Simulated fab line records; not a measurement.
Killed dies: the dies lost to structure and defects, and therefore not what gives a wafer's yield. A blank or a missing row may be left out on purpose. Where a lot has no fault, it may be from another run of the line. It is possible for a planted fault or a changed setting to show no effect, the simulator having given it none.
fab line records    flow nand-harc
[record] lots = 12  wafers = 36  last-day = 33
route steps=1302 shown P_CONTACT@248 P_M0@261 END@1302
lots with no fault: from the same line, run without faults
start-h: hours from the record's opening day to when the first of the lot's shown wafers began    wait-h: hours from the lot's prior step to this one    " the same as in the row above    L1.1+2: several wafers, shown together as one row    - no value present, or no start provided    * or withheld: withheld    < > ~ a bound
route shown NAME@n: names a module that has steps shown in the file, with the first one's number in the route    usual: mean/standard deviation taken from wafers without a fault    same: alike in all rows    chamber/n: place in a boat    sites: the reading at each site    _std_site: their standard deviation    _edge_site: mean of outer sites minus mean of inner sites    radius-mm: how far each site lies from the wafer's centre    mask NAME#n: copy n    behind: tool/chamber where the wafer was last shaped    hold: the reason the lot was held/the length of the hold in hours/how it ended    device: names the non-switching transistor (n, p or np)    end of line: tests run on the same wafers once the route is complete    a step with no rows: only its recipe    killed: not the wafer's yield, but the dies lost to structure and defects at the first sort    map: shows each die of a wafer: x if killed, . if not, _ if none is there
set.NAME: setting as actually run; set.NAME@STEP: the setting as run at that earlier step    model.NAME: the simulator's own value behind a step, which no gauge read
the route's steps for a sample of lots (tables are steps, rows are wafers)
services: the hour from which a tool's chamber was out of use, counted from the record's first day as start-h (under 0 if before that day), plus the number of hours and why
[[steps]]
[step NHARC_P_CONTACT_CVD_23]
[recipe] target-thk-a = 2000  temp-c = 300  pressure-torr = 40  wf6-flow-sccm = 40  h2-flow-sccm = 1600  ar-flow-sccm = 1560  time-s = 557  material = W
[usual] heater-power-w = 471/32  mfc-h2-sccm = 1600/4.8  throttle-valve-pct = 8.32/0.23
lot.wafer  tool      chamber  start-h  wait-h  heater-power-w  mfc-h2-sccm  throttle-valve-pct
L797.2     cvd-w-01  1        -        -       427             1601         8.27
L797.3     "         1        "        "       428             1596         8.21
L797.4     "         0        "        "       500             1607         8.29
L798.1     cvd-w-01  0        -        -       495             1605         8.63
L798.3     "         0        "        "       494             1602         8.52
L798.4     "         1        "        "       430             1594         8.67
L800.2     cvd-w-02  0        -        -       491             1608         8.22
L800.4     "         1        "        "       503             1600         8.19
L800.6     "         0        "        "       491             1601         8.22
L801.3     cvd-w-01  0        -        -       495             1605         8.40
L801.6     "         1        "        "       417             1600         8.44
L801.5     "         0        "        "       496             1595         8.22
L802.1     cvd-w-01  1        -        -       432             1603         8.30
L802.4     "         1        "        "       428             1602         8.41
L802.5     "         0        "        "       489             1604         8.36
L803.2     cvd-w-02  0        -        -       479             1602         8.04
L803.3     "         1        "        "       512             1594         8.33
L803.6     "         0        "        "       477             1602         8.11
L805.1     cvd-w-02  0        -        -       480             1592         8.34
L805.3     "         1        "        "       503             1596         8.42
L805.5     "         0        "        "       492             1599         8.38
L806.1     cvd-w-02  1        -        -       492             1605         8.02
L806.3     "         1        "        "       510             1604         8.62
L806.5     "         0        "        "       494             1607         8.45
L812.1     cvd-w-01  0        -        -       474             1598         8.39
L812.2     "         1        "        "       406             1592         8.03
L812.4     "         0        "        "       489             1605         8.65
L816.1     cvd-w-01  0        -        -       490             1603         8.37
L816.4     "         0        "        "       484             1603         8.28
L816.5     "         0        "        "       484             1603         8.51
L817.1     cvd-w-01  1        -        -       421             1595         8.34
L817.3     "         0        "        "       485             1599         8.57
L817.5     "         0        "        "       474             1606         8.42
L818.1     cvd-w-01  1        -        -       421             1591         8.13
L818.4     "         1        "        "       417             1596         8.29
L818.6     "         1        "        "       426             1605         8.24
[step NHARC_P_CONTACT_CMP_24]
[recipe] t-overpolish-s = 30  target-thk-nm = 200
[usual] edge-zone-pressure-frac = 1.001/0.0049  motor-current-A = 12.0/1.3  overpolish-run-s = 29.999/0.0085  time-to-endpoint-s = 40/3.6
lot.wafer  tool    chamber  start-h  wait-h  edge-zone-pressure-frac  motor-current-A  overpolish-run-s  time-to-endpoint-s
L797.4     cmp-04  0        136.08   0.3     1.006                    10.6             29.993            29
L797.3     "       1        "        "       1.002                    15.6             30.006            35
L797.2     "       2        "        "       0.993                    12.8             30.001            32
L798.3     cmp-02  2        144.05   0.4     1.000                    11.1             30.005            44
L798.4     "       3        "        "       1.003                    11.7             30.003            38
L798.1     "       0        "        "       0.999                    11.3             30.008            39
L800.2     cmp-01  1        163.19   0.5     0.999                    13.4             29.994            44
L800.4     "       3        "        "       0.998                    10.9             29.974            41
L800.6     "       1        "        "       1.004                    13.6             29.995            44
L801.3     cmp-04  3        173.60   0.3     1.006                    11.3             29.997            33
L801.5     "       3        "        "       1.001                    11.4             30.005            33
L801.6     "       0        "        "       0.989                    10.6             29.992            36
L802.4     cmp-02  3        176.26   0.3     1.007                    12.4             30.009            36
L802.1     "       1        "        "       1.010                    13.3             30.010            38
L802.5     "       0        "        "       1.008                    11.2             30.014            39
L803.2     cmp-02  1        189.61   0.6     1.004                    13.8             30.008            43
L803.3     "       2        "        "       1.003                    10.8             30.000            44
L803.6     "       2        "        "       1.006                    11.4             29.988            43
L805.3     cmp-01  3        212.59   0.3     0.991                    10.7             30.000            40
L805.1     "       2        "        "       1.003                    12.8             30.003            30
L805.5     "       3        "        "       0.998                    10.6             30.007            35
L806.1     cmp-02  1        223.29   0.5     1.006                    13.1             29.989            42
L806.3     "       2        "        "       0.990                    11.3             30.014            41
L806.5     "       0        "        "       0.996                    11.4             30.015            40
L812.1     cmp-02  0        290.24   0.6     1.004                    11.2             29.979            40
L812.4     "       1        "        "       0.993                    13.9             30.003            38
L812.2     "       2        "        "       0.996                    10.6             30.007            44
L816.4     cmp-04  2        315.46   0.4     1.004                    12.6             30.009            36
L816.1     "       0        "        "       1.013                    11.0             29.995            35
L816.5     "       2        "        "       1.009                    13.0             30.004            38
L817.1     cmp-04  0        325.54   0.5     1.005                    11.0             30.003            38
L817.3     "       3        "        "       1.000                    10.7             29.998            36
L817.5     "       0        "        "       0.998                    11.1             29.992            35
L818.1     cmp-02  1        335.61   0.6     1.010                    12.6             29.996            45
L818.4     "       3        "        "       1.005                    12.1             30.004            41
L818.6     "       2        "        "       1.003                    10.7             29.987            46
[step NHARC_P_M0_PEB_07]
[recipe] peb-temp-c = 100  peb-time-s = 65
[usual] heater-power-total-W = 156.6/0.43  plate-temp-C = 100.02/0.13
[same] peb-time-s = 65
lot.wafer  tool            chamber  start-h  wait-h  heater-power-total-W  plate-temp-C
L797.2     litho-track-04  0        137.28   0.1     156.4                 99.98
L797.3     "               0        "        "       156.2                 99.91
L797.4     "               0        "        "       157.1                 99.91
L798.1     litho-track-01  0        145.25   0.1     157.0                 99.77
L798.3     "               0        "        "       156.2                 100.00
L798.4     "               0        "        "       157.1                 99.95
L800.2     litho-track-01  0        164.39   0.1     156.7                 100.04
L800.4     "               0        "        "       156.8                 100.17
L800.6     "               0        "        "       156.3                 99.98
L801.3     litho-track-06  0        174.70   0.0     157.1                 99.96
L801.5     "               0        "        "       156.6                 99.90
L801.6     "               0        "        "       156.7                 99.78
L802.1     litho-track-04  0        177.49   0.1     156.1                 99.94
L802.4     "               0        "        "       157.1                 99.83
L802.5     "               0        "        "       157.2                 100.13
L803.2     litho-track-01  0        190.84   0.1     156.3                 100.06
L803.3     "               0        "        "       157.0                 99.99
L803.6     "               0        "        "       157.2                 100.04
L805.1     litho-track-04  0        213.82   0.1     155.9                 99.79
L805.3     "               0        "        "       156.3                 99.84
L805.5     "               0        "        "       157.0                 99.78
L806.1     litho-track-06  0        224.35   0.1     157.1                 100.10
L806.3     "               0        "        "       157.1                 100.14
L806.5     "               0        "        "       156.9                 100.33
L812.1     litho-track-01  0        291.45   0.1     155.0                 99.26
L812.2     "               0        "        "       154.3                 99.37
L812.4     "               0        "        "       154.7                 99.40
L816.1     litho-track-01  0        316.68   0.1     154.3                 99.39
L816.4     "               0        "        "       154.9                 99.28
L816.5     "               0        "        "       154.1                 99.48
L817.1     litho-track-04  0        326.75   0.1     156.4                 100.10
L817.3     "               0        "        "       156.1                 99.92
L817.5     "               0        "        "       156.4                 100.04
L818.1     litho-track-06  0        336.82   0.1     157.1                 100.26
L818.4     "               0        "        "       157.1                 100.24
L818.6     "               0        "        "       157.1                 100.14
[step NHARC_P_M0_CD_MEAS_09]
[recipe] target-cd-nm = 90  landing-energy-ev = 500
[usual] cd-nm = 90.4/0.77
lot.wafer  tool       chamber  start-h  wait-h  cd-nm
L797.2     cd-sem-02  0        137.36   -       91.1
L797.3     "          0        "        "       90.0
L797.4     "          0        "        "       90.3
L798.1     cd-sem-02  0        145.33   -       91.6
L798.3     "          0        "        "       92.2
L798.4     "          0        "        "       91.3
L800.2     cd-sem-03  0        164.47   -       90.4
L800.4     "          0        "        "       89.4
L800.6     "          0        "        "       90.4
L801.3     cd-sem-01  0        174.78   -       91.0
L801.5     "          0        "        "       92.1
L801.6     "          0        "        "       89.6
L802.1     cd-sem-02  0        177.56   -       88.9
L802.4     "          0        "        "       89.9
L802.5     "          0        "        "       89.0
L803.2     cd-sem-02  0        190.92   -       89.9
L803.3     "          0        "        "       90.3
L803.6     "          0        "        "       89.8
L805.1     cd-sem-02  0        213.89   -       89.4
L805.3     "          0        "        "       90.4
L805.5     "          0        "        "       89.9
L806.1     cd-sem-03  0        224.43   -       90.6
L806.3     "          0        "        "       89.8
L806.5     "          0        "        "       89.8
L812.1     cd-sem-01  0        291.53   -       87.3
L812.2     "          0        "        "       87.5
L812.4     "          0        "        "       87.2
L816.1     cd-sem-01  0        316.76   -       87.3
L816.4     "          0        "        "       87.1
L816.5     "          0        "        "       87.0
L817.1     cd-sem-03  0        326.83   -       90.3
L817.3     "          0        "        "       90.0
L817.5     "          0        "        "       89.1
L818.1     cd-sem-01  0        336.90   -       90.9
L818.4     "          0        "        "       90.5
L818.6     "          0        "        "       90.2
[step NHARC_P_M0_INSPECT_11]
[usual] raw-defect-count = 4.6/2.7
lot.wafer  tool               chamber  start-h  wait-h  raw-defect-count
L797.2     defect-inspect-02  -        137.48   0.0     8
L797.3     "                  -        "        "       5
L797.4     "                  -        "        "       2
L798.1     defect-inspect-01  -        145.45   0.0     3
L798.3     "                  -        "        "       6
L798.4     "                  -        "        "       1
L800.2     defect-inspect-01  -        164.60   0.0     2
L800.4     "                  -        "        "       5
L800.6     "                  -        "        "       1
L801.3     defect-inspect-01  -        174.91   0.0     3
L801.5     "                  -        "        "       2
L801.6     "                  -        "        "       2
L802.1     defect-inspect-01  -        177.69   0.0     5
L802.4     "                  -        "        "       5
L802.5     "                  -        "        "       3
L803.2     defect-inspect-02  -        191.04   0.0     2
L803.3     "                  -        "        "       4
L803.6     "                  -        "        "       2
L805.1     defect-inspect-01  -        214.02   0.0     4
L805.3     "                  -        "        "       4
L805.5     "                  -        "        "       2
L806.1     defect-inspect-02  -        224.56   0.0     4
L806.3     "                  -        "        "       1
L806.5     "                  -        "        "       2
L812.1     defect-inspect-02  -        291.65   0.0     7
L812.2     "                  -        "        "       8
L812.4     "                  -        "        "       9
L816.1     defect-inspect-01  -        316.89   0.0     2
L816.4     "                  -        "        "       3
L816.5     "                  -        "        "       8
L817.1     defect-inspect-01  -        326.96   0.0     6
L817.3     "                  -        "        "       4
L817.5     "                  -        "        "       2
L818.1     defect-inspect-01  -        337.03   0.0     6
L818.4     "                  -        "        "       1
L818.6     "                  -        "        "       4
[step NHARC_END_SORT_01]
[recipe] temp-c = 25
[usual] defect-limited-yield = 89.9/2.9  killed-at-array = 64/20  killed-at-other = 0.7/1.1  killed-at-periphery = 3.6/2.7  killed-dies = 68/20  killed-open = 2.8/1.9  killed-short = 2.3/1.5
[same] gross-dies = 677
lot.wafer  tool       chamber  start-h  wait-h  defect-limited-yield[%]  killed-at-array  killed-at-other  killed-at-periphery  killed-dies  killed-open  killed-short
L816.1     prober-02  0        767.82   2.5     93.1                     45               0                2                    47           2            0
L816.4     prober-02  0        770.21   3.4     90.7                     61               0                2                    63           3            4
L816.5     prober-02  0        771.01   3.7     91.0                     59               0                2                    61           0            2
// killed by level:class
L816.1 A_CHANNEL_HOLE_D2:chamber-film-flake=25 A_CHANNEL_HOLE_D1:chamber-film-flake=9 A_CONTACT:chamber-film-flake=5 A_SLIT:chamber-film-flake=4 A_STAIRCASE:chamber-film-flake=2 P_GATE:geometric-particle:open=1 P_CONTACT:geometric-particle:open=1
L816.4 A_CHANNEL_HOLE_D2:chamber-film-flake=20 A_CHANNEL_HOLE_D1:chamber-film-flake=17 A_CONTACT:chamber-film-flake=5 A_STAIRCASE:chamber-film-flake=5 A_SLIT:chamber-film-flake=5 P_GATE:chamber-film-flake=2 A_CHANNEL_FILL_D2:chamber-film-flake=2 A_ONON_D1:geometric-particle:open=1
L816.5 A_CHANNEL_HOLE_D2:chamber-film-flake=26 A_CHANNEL_HOLE_D1:chamber-film-flake=16 A_SLIT:chamber-film-flake=7 A_STAIRCASE:chamber-film-flake=3 A_CONTACT:chamber-film-flake=3 A_CHANNEL_HOLE_D1:geometric-particle:short=1 A_WL_FILL:geometric-particle:short=1 P_STI:chamber-film-flake=1
[[services]]
tool            chamber  start-h  hours  kind
cmp-04          -        111.93   4.0    pm
cmp-02          -        124.84   3.8    repair
cmp-02          -        134.50   4.0    pm
litho-track-01  -        155.00   7.0    pm
cmp-04          -        156.23   2.0    repair
cmp-02          -        162.54   0.6    repair
cmp-02          -        168.79   1.2    repair
litho-track-06  -        179.00   7.0    pm
cvd-w-01        -        185.00   13.0   pm
cmp-04          -        197.69   2.7    repair
litho-track-04  -        203.00   7.0    pm
cmp-04          -        203.53   1.6    repair
cmp-04          -        209.93   4.0    pm
cmp-02          -        232.50   4.0    pm
cvd-w-01        -        242.93   0.5    repair
cvd-w-01        0        262.51   5.2    repair
cmp-04          -        268.22   1.4    repair
cvd-w-02        -        269.00   13.0   pm
cvd-w-01        0        294.64   3.6    repair
cmp-04          -        302.22   1.5    repair
cmp-04          -        304.80   2.7    repair
cmp-04          -        307.93   4.0    pm
litho-track-01  -        330.00   7.0    pm
cmp-02          -        330.50   4.0    pm
[[key]]
[first-sign] step = NHARC_P_M0_PEB_07  reading = heater-power-total-W  direction = down  sigmas = 4.9  usual = *  struck = *
[effect] step = NHARC_P_M0_PEB_07  reading = plate-temp-C  direction = down  sigmas = 4.8  usual = *  struck = *
[effect] step = NHARC_P_M0_CD_MEAS_09  reading = cd-nm  direction = down  sigmas = 4  usual = 90.4  struck = 87.3  through = control-loop
met-at NHARC_P_M0_PEB_07
struck-lots L812,L816
[loop-trim] step = NHARC_P_M0_EXPOSE_06  setting = dose  lots = L816
not-acting-at NHARC_P_CONTACT_CVD_23,NHARC_P_CONTACT_CMP_24,NHARC_P_M0_INSPECT_11
onset-between 190.84 291.45
[fault] kind = process-parameter-drift  tool = litho-track-01  chamber = -  onset-h = 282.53  steps = NHARC_P_M0_PEB_07  channel = peb-temp-c  offset = *  shape = step  end-h = 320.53  acts-in = *  stated = *
// loop-trim: a control loop set the setting to another value than it would have without faults
